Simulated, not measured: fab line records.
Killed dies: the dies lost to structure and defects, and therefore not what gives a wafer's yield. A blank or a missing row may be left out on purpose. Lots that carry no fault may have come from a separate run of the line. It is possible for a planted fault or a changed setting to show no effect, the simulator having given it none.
Struck lot and sound lot, side by side	flow nand-harc	13 out of 1159 route steps
Sound: these wafers, L256.2, L256.5, L256.6. Struck: wafer L262.6 (left out: L262.2, L262.3 of the same lot, which were not struck); the cause appears at the end.
For every step that has rows: the tool of each side, followed by ch and its chambers, followed by its first start. Under that, the readings that differ: sound wafers	struck wafers	difference of the means	sigmas: that difference in standard deviations of wafers without a fault.
alike: words and numbers the same on both sides, and readings whose means are apart by under 2 such deviations; not compared: readings that were withheld, readings missing a value for some wafer, numbers with overlapping values and no deviation given by the record, and bounds like >300 which may hide the same value.
A row with sigmas, a row that says differs or no value, or rows on one side alone: a step with any of these is where the two part. Numbers that have no deviation but don't overlap get no sigmas and don't part them. A reading missing from all wafers of one side parts the sides only when that side holds two or more wafers.

NHARC_A_ZERO_WELL_INSPECT_17:
  sound on defect-inspect-02, day 8 22:46; struck on defect-inspect-01, day 10 18:07
  alike: raw-defect-count
then, 3 steps without rows for these wafers: NHARC_A_SOURCE_PLATE_PRECLEAN_00 (cleans in HF-LAST, time 60 s); NHARC_A_SOURCE_PLATE_SRD_01; NHARC_A_SOURCE_PLATE_OXIDE_02 (material SiO2, target thk 10 nm, ox time 1362 s).
NHARC_A_SOURCE_PLATE_THK_MEAS_09: measures by ellipsometry.
  sound on film-metro-02, day 9 05:04; struck on film-metro-02, day 11 00:41
  alike: thk-nm
then, 3 steps without rows for these wafers: NHARC_A_SOURCE_PLATE_PVD_04 (deposits WSi2, target thk 50 nm); NHARC_A_SOURCE_PLATE_CVD_03 (deposits poly-Si, target thk 200 nm, time 4000 s); NHARC_A_SOURCE_PLATE_ANNEAL_05 (time 1800 s).
NHARC_A_SOURCE_PLATE_THK_MEAS_06: measures by ellipsometry.
  sound on film-metro-02, day 9 18:54; struck on film-metro-01, day 11 14:16
  alike: thk-nm
NHARC_A_SOURCE_PLATE_INSPECT_08:
  sound on defect-inspect-01, day 9 18:59; struck on defect-inspect-01, day 11 14:22
  alike: raw-defect-count
NHARC_A_ONON_D1_DEP_00: target thk 1000 nm.
  sound on pecvd-onon-02 ch 0, day 9 19:07; struck on pecvd-onon-02 ch 0, day 11 14:29
NHARC_A_ONON_D1_THK_MEAS_02: measures by ellipsometry.
  sound on film-metro-01, day 9 19:34; struck on film-metro-01, day 11 15:06
reading	sound	struck	difference	sigmas
thk-nm (nm)	1010 1012 1011	763	-248	-30
  not compared: hold
-- the record jumps here: 12 days lie between the struck wafers' starts before and after (it left off in module A_ONON_D1 and takes up again in module END, whose first step shown is number 1159 of the route) --
NHARC_END_SORT_01:
  only the struck wafers appear in the record here, on prober-02 ch 0 at day 23 10:03; the sound ones have no rows

== WHERE THEY PART ==
Earliest at NHARC_A_ONON_D1_THK_MEAS_02; latest, in this record, at NHARC_END_SORT_01.

WHY: what the simulator had put in
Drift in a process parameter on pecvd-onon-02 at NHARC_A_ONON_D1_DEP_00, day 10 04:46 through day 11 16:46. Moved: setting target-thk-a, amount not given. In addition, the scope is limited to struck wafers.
